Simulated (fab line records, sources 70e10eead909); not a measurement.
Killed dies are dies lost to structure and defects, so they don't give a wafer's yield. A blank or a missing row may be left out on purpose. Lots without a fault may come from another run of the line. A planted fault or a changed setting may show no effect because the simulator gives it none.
Chamber matching | flow nand_harc | NHARC_A_CHANNEL_FILL_D1_ALD_02 on ald_hk-01: 4 sister chambers
The step deposits SiO2, target thk 6 nm, pulse time 10 s, ald cycles 60. 4 wafers are shown with their chamber, then 7 later ones without.

WAFERS WITH THEIR CHAMBER
wafer  | chamber | heater_power_w (W)
L618.2 | 1       | 532
L618.6 | 2       | 505
L620.1 | 3       | 465
L620.2 | 0       | 442

WAFERS WITHOUT THEIR CHAMBER
wafer  | heater_power_w (W)
L620.4 | 534
L626.1 | 444
L626.3 | 506
L626.5 | 499
L627.3 | 460
L627.4 | 538
L627.5 | 478

WHICH CHAMBER EACH WENT THROUGH
wafer  | from the rows above | in truth
L620.4 | 1                   | 1
L626.1 | 0                   | 0
L626.3 | 2                   | 2
L626.5 | 2                   | 2
L627.3 | 3                   | 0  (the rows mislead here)
L627.4 | 1                   | 1
L627.5 | 3                   | 3
Placed correctly: 6 of 7. Can't be placed from these rows: 0. Placed wrongly: 1.
How it was worked out, from the rows above alone: a wafer's distance from a chamber is the root of the sum, over the readings, of the square of ((its reading less the chamber's mean) divided by the reading's scatter). The wafer belongs to the nearest chamber; if the next one is less than 2 further off, it can't be placed. A chamber's mean is the mean of its shown wafers. The scatter: with one shown wafer a chamber, the root of the mean of the squares of how far each hidden wafer lies from its nearest shown one.
